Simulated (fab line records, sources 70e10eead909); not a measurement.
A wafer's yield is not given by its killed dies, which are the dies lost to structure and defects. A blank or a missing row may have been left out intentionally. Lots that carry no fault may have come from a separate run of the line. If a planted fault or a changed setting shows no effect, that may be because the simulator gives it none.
Comparing a struck lot with a sound one    flow nand harc    40 out of 1159 route steps
Sound: wafers L266.2, L266.3, L266.5. Struck: wafer L278.1. (L278.4, L278.5 of the same lot were not struck and are left out.) The cause comes at the end.
At each step with rows: each side's tool, then ch and its chambers, then its first start. Under that, the readings that differ: sound wafers    struck wafers    difference of the means    sigmas: that difference in standard deviations of wafers without a fault.
alike: words and numbers the same on both sides, and readings whose means are apart by under 2 such deviations; not compared: readings that were withheld, readings missing a value for some wafer, numbers with overlapping values and no deviation given by the record, and bounds like >300 which may hide the same value.
The two part at a step that has a row with sigmas, a row that says differs or no value, or rows on one side only. Numbers that don't overlap but have no deviation are shown without sigmas and don't part them. A reading that every wafer of one side lacks parts them only if that side has two wafers or more.

NHARC_A_BLC_CD_MEAS_10 targets a cd of 100 nm.
  sound on cd sem-01 ch 0, day 19 05:41; struck on cd sem-03 ch 0, day 23 08:42
  alike: cd nm
NHARC_A_BLC_OVL_MEAS_11:
  sound: overlay-01 at day 19 05:46; struck: overlay-01 at day 23 08:47
  alike: overlay x nm, overlay y nm
NHARC_A_BLC_INSPECT_12:
  sound: defect inspect-01 at day 19 05:48; struck: defect inspect-02 at day 23 08:49
  alike: raw defect count
then, 4 steps without rows for these wafers: NHARC_A_BLC_DESCUM_15 (chemistry O2, time 3 s); NHARC_A_BLC_ETCH_16 (etches the open film in CF4, target depth 39 nm, time 65 s); NHARC_A_BLC_ETCH_17 (etches the open film in N2/H2, target depth 390 nm, time 609.38 s); NHARC_A_BLC_ETCH_18 (etches the open film in C4F8/O2/Ar, target depth 910 nm).
NHARC_A_BLC_CD_MEAS_19:
  sound: cd sem-01 at day 19 06:50; struck: cd sem-03 at day 23 09:51
  alike: cd nm
then, 1 step without rows for these wafers: NHARC_A_BLC_STRIP_29 (strips in CF4).
NHARC_A_BLC_STRIP_21: strips in O2.
  sound on rie diel-08 ch 0,3, day 19 07:01; struck on rie diel-08 ch 1, day 23 10:02
reading             sound      struck  difference  sigmas
mfc ar sccm (sccm)  0 0.003 0  0.024   +0.023      +3
  alike: drypump motor current A, oes product au, rf vpp V, showerhead plenum p Torr, throttle valve pct
  not compared: rf hours counter h
then, 2 steps without rows for these wafers: NHARC_A_BLC_STRIP_22 (strips in post etch residue remover, time 600 s); NHARC_A_BLC_DEGAS_30 (time 60 s).
NHARC_A_BLC_PRE_CLEAN_31: time 15 s.
  sound: pvd sputter-02 at day 19 07:30; struck: pvd sputter-01 at day 23 10:32
then, 3 steps without rows for these wafers: NHARC_A_BLC_PVD_32 (deposits Ti, target thk 5 nm, time 17.7 s); NHARC_A_BLC_ALD_23 (deposits TiN, target thk 3 nm, pulse time 1 s, ald cycles 150); NHARC_A_BLC_CVD_24 (deposits W, target thk 150 nm, time 434 s).
NHARC_A_BLC_CMP_25: polishes, t overpolish 30 s, target thk 150 nm.
  sound on cmp-02 ch 0,1,3, day 19 08:30; struck on cmp-04 ch 0, day 24 04:37
  alike: motor current A, overpolish run s, time to endpoint s
then, 11 steps without rows for these wafers: NHARC_A_BLC_SRD_27; NHARC_A_M0_DEP_00 (deposits SiOC, target thk 150 nm); NHARC_A_M0_DEHYDRATE_01 (time 120 s); NHARC_A_M0_HMDS_02 (time 30 s); NHARC_A_M0_COAT_33 (time 65 s); NHARC_A_M0_COAT_03 (resist thk 90 nm); NHARC_A_M0_SOFTBAKE_04 (time 55 s); NHARC_A_M0_EBR_05; NHARC_A_M0_EXPOSE_06 (exposes mask A M0, target cd 80 nm); NHARC_A_M0_PEB_07 (peb time 65 s); NHARC_A_M0_DEVELOP_08 (develop time 35 s).
NHARC_A_M0_CD_MEAS_09 targets a cd of 80 nm.
  sound on cd sem-02 ch 0, day 19 09:46; struck on cd sem-03 ch 0, day 24 05:55
  alike: cd nm
NHARC_A_M0_OVL_MEAS_10: pitch 160 nm.
  sound: overlay-01 at day 19 09:51; struck: overlay-02 at day 24 06:00
  alike: overlay x nm, overlay y nm
then, 1 step without rows for these wafers: NHARC_A_M0_DESCUM_14 (chemistry O2, time 3 s).
NHARC_A_M0_ETCH_34: etches the open film in N2/H2, target depth 40 nm, overetch 12 nm, time 43.94 s.
  sound on rie diel-02 ch 0,1, day 19 10:02; struck on rie diel-10 ch 2, day 24 06:11
  alike: drypump motor current A, mfc ar sccm, oes product au, rf vpp V, showerhead plenum p Torr, throttle valve pct
  not compared: rf hours counter h
NHARC_A_M0_ETCH_15: etches the open film in C4F8/Ar, target depth 150 nm, overetch 15 nm, time 82.5 s.
  sound: rie diel-02 ch 0,2; struck: rie diel-10 ch 2
  alike: oes product au, rf vpp V
  not compared: rf hours counter h
NHARC_A_M0_CD_MEAS_16:
  sound: cd sem-01 at day 19 10:15; struck: cd sem-02 at day 24 06:24
  alike: cd nm
then, 3 steps without rows for these wafers: NHARC_A_M0_STRIP_18 (strips in N2/H2); NHARC_A_M0_STRIP_19 (strips in post etch residue remover, time 600 s); NHARC_A_M0_DEGAS_28 (time 60 s).
NHARC_A_M0_PRE_CLEAN_29: time 30 s.
  sound on pvd sputter-02; struck on pvd sputter-02
  alike: heater power w, susceptor temp C
then, 1 step without rows for these wafers: NHARC_A_M0_PVD_20 (deposits TaN, target thk 5 nm, time 8.06 s).
NHARC_END_SORT_01:
  the record has rows for the struck wafers here (prober-02 ch 0, day 25 22:25) and none for the sound ones

## WHERE THEY PART
Earliest at NHARC_A_BLC_STRIP_21; latest, in this record, at NHARC_END_SORT_01.

WHY: the cause the simulator had injected
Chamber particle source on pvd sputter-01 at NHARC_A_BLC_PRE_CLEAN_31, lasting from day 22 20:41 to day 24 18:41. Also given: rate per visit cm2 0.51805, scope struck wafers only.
